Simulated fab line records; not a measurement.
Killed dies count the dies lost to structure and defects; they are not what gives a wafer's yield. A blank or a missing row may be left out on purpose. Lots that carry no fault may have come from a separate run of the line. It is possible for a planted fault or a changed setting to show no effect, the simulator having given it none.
Matching of chambers -- flow nand-harc -- NHARC_A_M1_DESCUM_14 on rie-diel-01: 4 sister chambers
The step chemistry O2, time 3 s. 4 wafers are shown with their chamber, then 7 later ones without.

EACH WAFER AND ITS CHAMBER
wafer,chamber,drypump-motor-current-A (A)
L090.1,0,5.8
L090.3,2,5.3
L090.4,1,6.2
L090.5,3,5.2

WAFERS WHOSE CHAMBER IS MISSING
wafer,drypump-motor-current-A (A)
L090.6,5.8
L091.1,5.3
L091.2,6.2
L091.3,5.9
L092.4,5.3
L092.5,6.2
L092.6,5.3

WHICH CHAMBER EACH ONE RAN IN
wafer,from the rows above,in truth
L090.6,0,0
L091.1,2,2
L091.2,1,1
L091.3,0,0
L092.4,2,2
L092.5,1,1
L092.6,2,2
Correctly placed: 7 of 7. Left unplaced by these rows: 0. Placed wrongly: 0.
How it was worked out, from the rows above alone: a wafer's distance from a chamber is the root of the sum, over the readings, of the square of ((its reading less the chamber's mean) divided by the reading's scatter). The wafer belongs to the nearest chamber; if the next one is less than 2 further off, it can't be placed. The mean given for a chamber averages the wafers shown for that chamber. The scatter: root of mean squared gap, hidden wafer to nearest shown wafer, with one shown wafer a chamber.
